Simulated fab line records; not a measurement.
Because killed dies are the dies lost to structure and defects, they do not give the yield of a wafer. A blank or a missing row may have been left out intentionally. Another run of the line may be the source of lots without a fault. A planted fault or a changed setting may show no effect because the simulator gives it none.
Chamber matching || flow nand-harc || NHARC_A_SGD_CUT_CMP_21 on cmp-03 has 4 sister chambers
The step polishes, target thk 148.19 nm. 8 wafers are shown with their chamber, then 8 later ones without.

WAFERS, EACH WITH ITS CHAMBER
{"wafer": "L077.2", "chamber": 1, "motor-current-A (A)": 11.9, "time-to-endpoint-s (s)": 45}
{"wafer": "L077.6", "chamber": 1, "motor-current-A (A)": 12.5, "time-to-endpoint-s (s)": 46}
{"wafer": "L075.1", "chamber": 3, "motor-current-A (A)": 14.3, "time-to-endpoint-s (s)": 50}
{"wafer": "L075.6", "chamber": 3, "motor-current-A (A)": 12.3, "time-to-endpoint-s (s)": 51}
{"wafer": "L083.2", "chamber": 2, "motor-current-A (A)": 11.8, "time-to-endpoint-s (s)": 53}
{"wafer": "L083.4", "chamber": 0, "motor-current-A (A)": 11.2, "time-to-endpoint-s (s)": 49}
{"wafer": "L083.6", "chamber": 2, "motor-current-A (A)": 11.5, "time-to-endpoint-s (s)": 52}
{"wafer": "L084.1", "chamber": 0, "motor-current-A (A)": 10.6, "time-to-endpoint-s (s)": 47}

WAFERS MISSING THEIR CHAMBER
{"wafer": "L084.2", "motor-current-A (A)": 11.9, "time-to-endpoint-s (s)": 50}
{"wafer": "L084.3", "motor-current-A (A)": 12.8, "time-to-endpoint-s (s)": 50}
{"wafer": "L091.1", "motor-current-A (A)": 12.4, "time-to-endpoint-s (s)": 51}
{"wafer": "L091.3", "motor-current-A (A)": 11.0, "time-to-endpoint-s (s)": 49}
{"wafer": "L091.6", "motor-current-A (A)": 11.5, "time-to-endpoint-s (s)": 49}
{"wafer": "L097.2", "motor-current-A (A)": 13.0, "time-to-endpoint-s (s)": 49}
{"wafer": "L097.3", "motor-current-A (A)": 11.1, "time-to-endpoint-s (s)": 48}
{"wafer": "L097.6", "motor-current-A (A)": 10.6, "time-to-endpoint-s (s)": 48}

CHAMBER TAKEN BY EACH
{"wafer": "L084.2", "from the rows above": "can't be placed: 3 or 0 or 2", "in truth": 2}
{"wafer": "L084.3", "from the rows above": 3, "in truth": 3}
{"wafer": "L091.1", "from the rows above": "can't be placed: 3 or 2", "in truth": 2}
{"wafer": "L091.3", "from the rows above": 0, "in truth": 0}
{"wafer": "L091.6", "from the rows above": "can't be placed: 0 or 3", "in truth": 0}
{"wafer": "L097.2", "from the rows above": "can't be placed: 3 or 0", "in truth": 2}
{"wafer": "L097.3", "from the rows above": 0, "in truth": 0}
{"wafer": "L097.6", "from the rows above": 0, "in truth": 0}
Placed correctly: 4 of 8. Not placeable from these rows: 4 (in 3, the candidates include the true chamber). 0 placed wrongly.
How it was worked out, from the rows above alone: a wafer's distance from a chamber is the root of the sum, over the readings, of the square of ((its reading less the chamber's mean) divided by the reading's scatter). The wafer belongs to the nearest chamber; if the next one is less than 2 further off, it can't be placed. A chamber's mean is the mean of its shown wafers. How the scatter is found: for the shown wafers, subtract from each reading the mean of its chamber, square and add these, divide the total by (wafers less chambers), then take the root.
